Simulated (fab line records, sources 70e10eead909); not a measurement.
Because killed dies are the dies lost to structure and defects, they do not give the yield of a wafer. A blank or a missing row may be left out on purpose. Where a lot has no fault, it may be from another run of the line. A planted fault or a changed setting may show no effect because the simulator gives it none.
A lot that was struck, set against a sound lot / flow nand_harc / 14 out of 1302 route steps
Sound: these wafers, L919.2, L919.3, L919.5. Struck: wafer L924.1. (L924.2, L924.3 of the same lot were not struck and are left out.) The cause comes at the end.
Order at every step that has rows: each side's tool, ch and its chambers, its first start. Under that, the readings that differ: sound wafers / struck wafers / difference of the means / sigmas: that difference in standard deviations of wafers without a fault.
alike: readings whose means differ by less than 2 such deviations, and words and numbers that are the same on both sides. not compared: withheld readings, readings that some wafer has no value for, bounds like >300 that may hide the same value, and numbers for which the record gives no deviation and whose values overlap.
Wherever a step has rows on one side only, a row that says differs or no value, or a row with sigmas, the two part there. Non-overlapping numbers with no deviation appear without sigmas and do not part them. Lack of a reading on every wafer of one side parts them only where that side has two or more wafers.

first, 3 steps without rows for these wafers: NHARC_A_CONTACT_DESCUM_13 (chemistry O2, time 3 s); NHARC_A_CONTACT_ETCH_88 (etches the open film in CF4, target depth 39 nm, time 65 s); NHARC_A_CONTACT_ETCH_89 (etches the open film in N2/H2, target depth 260 nm, time 475.3 s).
NHARC_A_CONTACT_ETCH_30: etches the open film in CF4/CHF3, target depth 72.6 nm, time 36.3 s.
  sound: rie_diel-05 ch 0,2; struck: rie_diel-05 ch 1
  alike: drypump_motor_current_A, mfc_ar_sccm, oes_product_au, rf_vpp_V, showerhead_plenum_p_Torr, throttle_valve_pct
  not compared: rf_hours_counter_h
then, 1 step without rows for these wafers: NHARC_A_CONTACT_ETCH_31 (etches the open film in O2/COS, target depth 2800 nm, time 728 s).
NHARC_A_CONTACT_ETCH_134: etches the open film in C4F8/O2/Ar, time 140 s, target depth 700 nm.
  sound on har_cap_etch-02 ch 0,1, day 25 10:35; struck on har_cap_etch-02 ch 1, day 27 22:28
  not compared: rf_hours_counter_h
NHARC_A_CONTACT_ETCH_135: etches the open film in C4F8/O2/Ar, time 311 s, target depth 1912 nm.
  sound on har_cap_etch-02 ch 0,1, day 25 10:47; struck on har_cap_etch-02 ch 1, day 27 22:40
  not compared: rf_hours_counter_h
NHARC_A_CONTACT_ETCH_136: etches the open film in C4F8/O2/Ar, time 311 s, target depth 1912 nm.
  sound on har_cap_etch-02 ch 0,1, day 25 11:03; struck on har_cap_etch-02 ch 1, day 27 22:56
  not compared: rf_hours_counter_h
NHARC_A_CONTACT_ETCH_137: etches the open film in C4F8/O2/Ar, time 311 s, target depth 1912 nm.
  sound on har_cap_etch-02 ch 0,1, day 25 11:19; struck on har_cap_etch-02 ch 1, day 27 23:13
  not compared: rf_hours_counter_h
then, 3 steps without rows for these wafers: NHARC_A_CONTACT_ETCH_138 (etches the open film in C4F8/O2/Ar, time 311 s, target depth 1914 nm); NHARC_A_CONTACT_ETCH_139 (etches the open film in C4F8/O2/Ar, time 195 s, target depth 840 nm); NHARC_A_CONTACT_ETCH_92 (etches the open film in CH3F/O2, target depth 40 nm, time 85.7 s).
NHARC_A_CONTACT_ETCH_98: etches the open film in C4F6/O2, target depth 20 nm, time 10 s.
  sound on rie_diel-13 ch 1,2,3, day 25 12:36; struck on rie_diel-13 ch 2, day 28 00:26
reading=oes_product_au (a.u.); sound=0.943 0.971 0.952; struck=0.754; difference=-0.201; sigmas=-11
  alike: drypump_motor_current_A, mfc_ar_sccm, rf_vpp_V, showerhead_plenum_p_Torr, throttle_valve_pct
  not compared: rf_hours_counter_h
NHARC_A_CONTACT_CD_MEAS_15:
  sound: cd_sem-01 at day 25 12:41; struck: cd_sem-01 at day 28 00:31
  alike: cd_nm

## WHERE THEY PART
Within this record, at NHARC_A_CONTACT_ETCH_98 only. Later steps at which nothing parts them and some readings are alike: NHARC_A_CONTACT_CD_MEAS_15.

WHY: the cause the simulator had injected
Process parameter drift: rie_diel-13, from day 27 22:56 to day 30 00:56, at NHARC_A_CONTACT_ETCH_98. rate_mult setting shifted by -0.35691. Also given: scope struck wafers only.
